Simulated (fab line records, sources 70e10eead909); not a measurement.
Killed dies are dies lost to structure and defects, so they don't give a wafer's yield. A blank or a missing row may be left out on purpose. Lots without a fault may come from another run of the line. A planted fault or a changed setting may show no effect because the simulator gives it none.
Chamber matching | flow nand_harc | NHARC_A_M1_CMP_23 on cmp-01: 4 sister chambers
The step polishes, t overpolish 20 s, target thk 154.34 nm. 8 wafers are shown with their chamber, then 12 later ones without.

WAFERS WITH THEIR CHAMBER
wafer  | chamber | motor_current_A (A) | time_to_endpoint_s (s)
L078.3 | 1       | 10.6                | 28
L079.6 | 1       | 10.7                | 29
L081.3 | 0       | 13.8                | 28
L086.1 | 0       | 14.6                | 30
L086.6 | 2       | 14.6                | 35
L089.1 | 2       | 15.0                | 35
L089.2 | 3       | 11.4                | 37
L089.5 | 3       | 11.3                | 39

WAFERS WITHOUT THEIR CHAMBER
wafer  | motor_current_A (A) | time_to_endpoint_s (s)
L091.1 | 11.1                | 36
L091.2 | 10.3                | 30
L091.6 | 10.2                | 31
L092.1 | 13.9                | 31
L092.3 | 11.1                | 38
L092.5 | 13.1                | 28
L096.1 | 15.1                | 31
L096.3 | 12.0                | 35
L096.4 | 13.4                | 27
L097.3 | 14.6                | 29
L097.4 | 9.9                 | 28
L097.6 | 13.8                | 29

WHICH CHAMBER EACH WENT THROUGH
wafer  | from the rows above     | in truth
L091.1 | 3                       | 3
L091.2 | 1                       | 1
L091.6 | 1                       | 1
L092.1 | 0                       | 0
L092.3 | 3                       | 3
L092.5 | 0                       | 0
L096.1 | can't be placed: 0 or 2 | 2
L096.3 | 3                       | 3
L096.4 | 0                       | 0
L097.3 | 0                       | 0
L097.4 | 1                       | 1
L097.6 | 0                       | 0
Placed correctly: 11 of 12. Can't be placed from these rows: 1 (the true chamber is among the candidates in 1). Placed wrongly: 0.
How it was worked out, from the rows above alone: a wafer's distance from a chamber is the root of the sum, over the readings, of the square of ((its reading less the chamber's mean) divided by the reading's scatter). The wafer belongs to the nearest chamber; if the next one is less than 2 further off, it can't be placed. A chamber's mean is the mean of its shown wafers. The scatter: the root of (the sum of the squares of (reading less its chamber's mean) over the shown wafers, divided by (wafers less chambers)).
